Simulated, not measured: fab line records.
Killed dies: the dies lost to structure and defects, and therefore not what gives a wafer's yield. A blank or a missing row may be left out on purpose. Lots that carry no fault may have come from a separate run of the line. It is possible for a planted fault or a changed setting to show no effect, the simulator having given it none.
fab line records -- flow n5_finfet
record lots=5, wafers=12, last_day=18
route steps=1938 shown PMOS_HMC_CHANNEL_EPI@87 FIN_SAQP@90 BEOL_M4@1111 PASSIVATION@1936
lots that met no fault: taken from a fault-free run of the same line
start_h: hours from the record's first day to the start of the lot's first wafer shown -- wait_h: hours elapsed since this lot's preceding step -- " same as the row above -- L1.1+2: a row that stands for several wafers -- - either no value or no given start -- * or withheld: withheld -- < > ~ a bound
route shown NAME@n: NAME is a module with steps in the file, n the number in the route of the first one -- usual: mean/standard deviation taken from wafers without a fault -- same: alike in all rows -- chamber/n: place in a boat -- sites: per-site readings -- _std_site: the standard deviation of these -- _edge_site: inner sites' mean taken away from outer sites' mean -- radius_mm: for every site, how far away it sits from the centre of the wafer -- mask NAME#n: copy n -- behind: the last tool/chamber to shape the wafer -- hold: what put the lot on hold/how long, in hours/how the hold closed -- device: which transistor (n, p or np) failed to switch -- end of line: the tests these same wafers got at the end of their route -- a step with no rows: only its recipe -- killed: count of dies lost to structure and defects at first sort (not the wafer's yield) -- map: shows each die of a wafer: x if killed, . if not, _ if none is there
set.NAME: setting as actually run; set.NAME@STEP: the setting as run at that earlier step -- model.NAME: the simulator's own value behind a step, which no gauge read
lots at selected steps of the route; one table per step, one row per wafer
services: when a tool's chamber went out of use (start_h, in hours from the record's first day, below 0 if earlier), for how many hours, and the reason
## steps
# step N5_PMOS_HMC_CHANNEL_EPI_EPI_26
# recipe material=Si, target_thk_a=38, temp_c=650, precursor=SiH4/H2, pressure_torr=20, time_s=22.7
# step N5_FIN_SAQP_PRECLEAN_42
# recipe chemistry=O3/DIW, time_s=60, temp_c=22, o3_ppm=10
# step N5_FIN_SAQP_PRECLEAN_00
# recipe chemistry=SC1, time_s=60, temp_c=55, mix=1:2:50
# step N5_FIN_SAQP_PRECLEAN_44
# recipe chemistry=SC2, time_s=45, temp_c=35, mix=1:1:50
# step N5_FIN_SAQP_SRD_01
# recipe dry=ipa_marangoni, time_s=30, temp_c=23, rinse_liquid=diw
# step N5_FIN_SAQP_ALD_61
# recipe material=SiO2, target_thk_a=40, temp_c=300, ald_precursor_family=BDEAS, ald_co_reactant=O2-plasma, pulse_time_s=1, purge_time_s=2, co_reactant_purge_time_s=2, ald_cycles=43, pressure_torr=2
# step N5_FIN_SAQP_DENSIFY_62
# recipe temp_c=700, time_s=60, ambient=N2, idle_temp_c=600, ramp_up_c_per_s=150, ramp_down_c_per_s=60, cool_to_c=600
# step N5_FIN_SAQP_HM_DEP_03
# recipe material=SiNx, target_thk_a=380, temp_c=400, precursor=SiH4/NH3/N2, pressure_torr=1.5, rf_w=300, time_s=33.6
# step N5_FIN_SAQP_PECVD_47
# recipe material=a-Si, target_thk_a=450, temp_c=400, precursor=SiH4/He, pressure_torr=3, rf_w=100, time_s=36.3
# step N5_FIN_SAQP_PECVD_48
# recipe material=SiNx, target_thk_a=250, temp_c=400, precursor=SiH4/NH3/N2, pressure_torr=1.5, rf_w=300, time_s=22.1
# usual heater_power_w=770/99, showerhead_plenum_p_Torr=5.10/0.074, throttle_valve_pct=40.5/1.8
lot.wafer,tool,chamber,start_h,wait_h,heater_power_w,showerhead_plenum_p_Torr,throttle_valve_pct,model.SiNx_of_FIN_SAQP_PECVD_48.thk_nm
L794.1,pecvd-03,0,86.86,0.0,883,5.17,40.3,24.96
L794.4,pecvd-03,2,86.86,0.0,769,5.06,40.8,25.3
L794.5,pecvd-03,0,86.86,0.0,889,5.17,40.6,25.23
L795.2,pecvd-01,1,93.17,0.0,574,5.00,39.1,24.57
L795.3,pecvd-01,2,93.17,0.0,942,5.06,38.8,24.67
L795.5,pecvd-01,0,93.17,0.0,796,5.10,42.2,24.96
L796.4,pecvd-03,2,99.03,0.0,782,5.07,40.9,35.55
L796.6,pecvd-03,0,99.03,0.0,887,5.18,40.5,25.43
L799.3,pecvd-03,2,117.09,0.0,736,5.06,40.9,35.07
L799.6,pecvd-03,0,117.09,0.0,841,5.17,40.4,25.35
L801.3,pecvd-03,0,129.25,0.0,854,5.17,40.5,35.03
L801.4,pecvd-03,2,129.25,0.0,753,5.07,40.7,35.32
# step N5_FIN_SAQP_PECVD_06
# recipe material=a-Si, target_thk_a=600, temp_c=400, precursor=SiH4/He, pressure_torr=3, rf_w=100, time_s=48.1
# step N5_FIN_SAQP_HM_DEP_72
# recipe material=SiO2, target_thk_a=120, temp_c=400, precursor=SiH4/N2O, pressure_torr=0.75, rf_w=275, time_s=7.2
# step N5_FIN_SAQP_COAT_49
# recipe resist=SOC, temp_c=250, time_s=60, spin_rpm=1500, resist_thk_nm=100
# step N5_FIN_SAQP_COAT_50
# recipe resist=SiARC, temp_c=220, time_s=60, spin_rpm=1500, resist_thk_nm=35
# step N5_FIN_SAQP_COAT_10
# recipe resist=CAR-ArF, spin_rpm=1500, resist_thk_nm=90
# step N5_FIN_SAQP_EBR_12
# recipe solvent=PGMEA, ebr_width_mm=1.5
# step N5_FIN_SAQP_SOFTBAKE_11
# recipe temp_c=110, time_s=60, resist=CAR-ArF
# step N5_FIN_SAQP_EXPOSE_13
# recipe mask_id=FIN_CORE, na=1.35, source_shape=dipole, sigma_inner=0.538, sigma_outer=0.738, polarization=te, target_cd_nm=35.6, dose_mj=63.25
# step N5_FIN_SAQP_PEB_14
# recipe peb_temp_c=withheld, peb_time_s=60, resist=CAR-ArF
# step N5_FIN_SAQP_DEVELOP_15
# recipe develop_time_s=30, developer=TMAH, resist=CAR-ArF, dev_temp_c=23, rinse_liquid=diw, dry=air_spin
# step N5_FIN_SAQP_DESCUM_21
# recipe chemistry=O2, time_s=7.9, source_power_w=50, bias_power_w=20, pressure_mtorr=20, rf_frequency_hz=2.712e+07, temp_c=40, resist=CAR-ArF, o2_flow_sccm=225
# step N5_FIN_SAQP_ETCH_51
# recipe chemistry=CF4, target=SiARC, target_depth_a=455, mask_material=CAR-ArF, time_s=75.8, ion_energy_ev=80, pressure_mtorr=40, source_w=545, bias_w=36, Ar_flow_sccm=100, cf4_flow_sccm=100, ends=cleared
# step N5_FIN_SAQP_ETCH_52
# recipe chemistry=N2/H2, target=SOC, target_depth_a=1000, overetch_a=200, mask_material=SiARC, temp_c=40, time_s=150, ion_energy_ev=200, pressure_mtorr=30, source_w=840, bias_w=150, n2_flow_sccm=200, h2_flow_sccm=200, ends=end_point
# step N5_FIN_SAQP_STRIP_53
# recipe chemistry=N2/H2, temp_c=40, n2_flow_sccm=200, h2_flow_sccm=200, rf_frequency_hz=6e+07
# step N5_FIN_SAQP_HM_OPEN_73
# recipe chemistry=CHF3/O2, target=SiO2, stop_on=a-Si, target_depth_a=120, over_etch_frac=1.8, mask_material=SOC, time_s=16.8, pressure_mtorr=30, source_w=650, bias_w=170, Ar_flow_sccm=200, CHF3_flow_sccm=50, O2_flow_sccm=5, ion_energy_ev=200, ends=end_point
# step N5_FIN_SAQP_STRIP_74
# recipe chemistry=CHF3/O2, resist=SiARC, rf_frequency_hz=6e+07
# step N5_FIN_SAQP_MANDREL_ETCH_22
# recipe target_depth_a=600, chemistry=HBr/Cl2, target=a-Si, stop_on=SiNx, bt_time_s=10, over_etch_frac=0.5, time_s=30, pressure_mtorr=10, icp_w=800, bias_w=75, HBr_flow_sccm=150, Cl2_flow_sccm=80, ends=end_point
# step N5_FIN_SAQP_STRIP_55
# recipe chemistry=N2/H2, power_w=500, temp_c=40, pressure_mtorr=50, rf_frequency_hz=6e+07, overash_fraction=0.3, bias_power_w=28, h2_frac=0.5, n2_flow_sccm=300, h2_flow_sccm=300
# step N5_FIN_SAQP_STRIP_23
# recipe chemistry=SPM, time_s=750, temp_c=130, h2so4_h2o2_vol_ratio=4
# step N5_FIN_SAQP_SRD_66
# recipe dry=ipa_marangoni, time_s=30, temp_c=23, rinse_liquid=diw
# step N5_FIN_SAQP_RECESS_75
# recipe chemistry=HF/NH3, target=SiO2, target_depth_a=144, afs_cycles=3, temp_c=30, sublimation_temp_c=180, sublimation_time_s=60
# step N5_FIN_SAQP_SPACER1_ALD_24
# recipe material=SiO2, target_thk_a=203, temp_c=300, ald_precursor_family=BDEAS, ald_co_reactant=O2-plasma, pulse_time_s=1, purge_time_s=2, co_reactant_purge_time_s=2, ald_cycles=218, pressure_torr=2
# step N5_FIN_SAQP_SPACER1_ETCHBACK_25
# recipe chemistry=CHF3/O2, mode=anisotropic_etchback, target=SiO2, target_depth_a=244, time_s=12.2, pressure_mtorr=30, source_w=650, bias_w=170, Ar_flow_sccm=200, CHF3_flow_sccm=50, O2_flow_sccm=5, ion_energy_ev=200
# step N5_FIN_SAQP_MANDREL1_REMOVE_56
# recipe chemistry=HBr/Cl2/O2, bt_time_s=10, target=a-Si, stop_on=SiNx, endpoint=OES-SiCl, over_etch_frac=1, icp_w=600, bias_w=22, HBr_flow_sccm=150, Cl2_flow_sccm=80, O2_flow_sccm=5, pressure_mtorr=10
# step N5_FIN_SAQP_ETCH_57
# recipe chemistry=CH3F/O2, target=SiNx, mask_material=SiO2, target_depth_a=325, time_s=46.4, pressure_mtorr=30, source_w=395, bias_w=73, Ar_flow_sccm=150, CH3F_flow_sccm=30, O2_flow_sccm=20, ion_energy_ev=120, ends=cleared
# usual drypump_motor_current_A=5.8/0.39, etch_rf_on_time_s=46.0/0.85, oes_product_au=0.70/0.056, rf_vpp_V=298/3.8, showerhead_plenum_p_Torr=2.04/0.055, throttle_valve_pct=16.32/0.19
lot.wafer,tool,chamber,start_h,wait_h,drypump_motor_current_A,etch_rf_on_time_s,oes_product_au,rf_hours_counter_h,rf_vpp_V,showerhead_plenum_p_Torr,throttle_valve_pct,model.etch.depth_nm
L794.1,rie_diel-01,1,90.35,0.1,5.7,45.3,0.74,57,298,2.03,16.25,24.96
L794.4,rie_diel-01,0,90.35,0.1,5.8,45.6,0.76,42,303,2.11,16.29,25.23
L794.5,rie_diel-01,1,90.35,0.1,5.7,45.8,0.75,-,297,2.03,16.25,25.23
L795.2,rie_diel-01,1,98.77,0.0,5.7,44.2,0.74,60,298,2.03,16.26,24.57
L795.3,rie_diel-01,3,98.77,0.0,5.5,44.7,0.68,110,300,2.02,16.45,24.6
L795.5,rie_diel-01,0,98.77,0.0,5.7,45.4,0.75,-,303,2.11,16.30,24.9
L796.4,rie_diel-01,2,102.85,0.0,6.2,64.0,0.76,38,295,1.96,16.38,35.55
L796.6,rie_diel-01,1,102.85,0.0,5.8,45.8,0.74,-,298,2.03,16.25,25.43
L799.3,rie_diel-06,3,119.98,0.0,5.9,65.2,0.65,128,297,2.01,16.28,35.07
L799.6,rie_diel-06,2,119.98,0.0,5.1,47.2,0.64,-,301,2.08,16.21,25.35
L801.3,rie_diel-01,1,132.61,0.1,5.8,63.9,0.72,73,298,2.03,16.30,35.03
L801.4,rie_diel-01,2,132.61,0.1,6.2,64.0,0.74,49,296,1.95,16.43,35.26
# step N5_BEOL_M4_RC_MEAS_101
# usual DIBL_N=36.5/1.2, DIBL_P=36.5/1.6, IOFF_N=0.162/0.023, IOFF_P=0.221/0.03, ION_N=678/8, ION_P=466/6.3, SS_N=71.6/0.46, SS_P=73.3/0.57, VT_N=249.2/2.6, VT_P=-249/3.3
lot.wafer,tool,chamber,start_h,wait_h,DIBL_N[mV/V],DIBL_P[mV/V],IOFF_N[nA/um],IOFF_P[nA/um],ION_N[uA/um],ION_P[uA/um],SS_N[mV/dec],SS_P[mV/dec],VT_N[mV],VT_P[mV]
L794.1,prober-02,0,287.61,0.0,37.1,37.3,0.189,0.216,674,457,72.2,74.2,248.0,-252
L794.4,prober-02,0,287.61,0.0,37.2,37.1,0.190,0.208,685,462,71.8,73.6,248.4,-254
L794.5,prober-02,0,287.61,0.0,36.5,36.4,0.179,0.199,675,457,72.6,74.2,248.9,-252
L795.2,prober-02,0,290.19,0.2,35.9,34.8,0.150,0.224,678,462,71.0,73.1,249.4,-245
L795.3,prober-02,0,290.19,0.2,37.8,37.7,0.188,0.274,684,474,72.2,73.4,244.4,-243
L795.5,prober-02,0,290.19,0.2,37.1,36.9,0.181,0.263,682,472,72.4,73.9,244.9,-245
L796.4,prober-01,0,290.93,0.5,38.4,38.9,0.201,0.269,687,472,71.7,74.0,246.3,-245
L796.6,prober-01,0,290.93,0.5,37.4,38.2,0.184,0.259,684,472,72.3,74.2,250.2,-246
L799.3,prober-02,0,320.59,0.3,34.6,36.6,0.132,0.221,677,472,71.0,73.5,251.1,-246
L799.6,prober-02,0,320.59,0.3,34.5,35.4,0.123,0.193,672,466,72.4,73.1,255.7,-250
L801.3,prober-01,0,324.04,0.3,37.6,41.0,0.226,0.292,692,478,72.8,73.8,243.8,-244
L801.4,prober-01,0,324.04,0.3,34.6,37.4,0.157,0.224,685,474,71.3,73.6,246.7,-248
# step N5_PASSIVATION_PROBE_49
# usual defect_limited_yield=91.2/1.3, killed_at_M0_to_M3=34/9.2, killed_at_M4_up=14/5, killed_at_contacts=13/6.7, killed_at_front_end=39/12, killed_at_other=4/3.3, killed_dies=104/15, killed_open=68/12, killed_short=34/7.5, sort_bin_5_function=5.2/0.87, sort_bin_6_memory=3.3/0.63, sort_n_pass=1076/15, sort_yield_pct=91.2/1.3
# same gross_dies=1180, killed_at_back_side=0, sort_bin_4_leakage[%]=0, sort_bin_8_speed[%]=0
lot.wafer,tool,chamber,start_h,wait_h,defect_limited_yield[%],killed_at_M0_to_M3,killed_at_M4_up,killed_at_contacts,killed_at_front_end,killed_at_other,killed_dies,killed_open,killed_short,sort_bin_5_function[%],sort_bin_6_memory[%],sort_n_pass,sort_yield_pct[%]
L801.4,prober-02,-,438.18,0.6,89.8,34,14,17,42,13,120,74,42,5.7,4.2,1060,89.8
# killed by level:class
L801.4 MOL_CONTACT_COAG:geometric_particle:open=16 FIN_SAQP:geometric_particle:short=13 BEOL_M2:geometric_particle:open=12 BEOL_M4:geometric_particle:open=9 DUMMY_GATE:geometric_particle:open=7 PASS1_CAP:geometric_particle:open=6 GATE_CUT:geometric_particle:short=5 BEOL_M3:geometric_particle:open=5
## services
tool,chamber,start_h,hours,kind
pecvd-01,0,65.39,4.7,repair
pecvd-03,1,80.75,12.3,repair
pecvd-01,0,81.22,3.8,repair
pecvd-03,2,109.76,2.1,scheduled_down
pecvd-01,1,119.59,2.1,scheduled_down
## key
first_sign step=N5_FIN_SAQP_ETCH_57, reading=etch_rf_on_time_s, direction=up, sigmas=21, usual=*, struck=*
effect none on later readings
model_effect step=N5_FIN_SAQP_PECVD_48, value=SiNx_of_FIN_SAQP_PECVD_48.thk_nm, without=24.92, struck=35.24
model_effect step=N5_FIN_SAQP_ETCH_57, value=etch.depth_nm, without=24.91, struck=35.23
met_at N5_FIN_SAQP_PECVD_48
struck_wafers L796.4,L799.3,L801.3,L801.4
onset_between 86.86 99.03
fault kind=process_parameter_drift, tool=pecvd-03, chamber=-, onset_h=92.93, steps=N5_FIN_SAQP_PECVD_48, channel=time_s, offset=*, shape=step, end_h=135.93, scope=struck_wafers_only, acts_in=*, stated=*
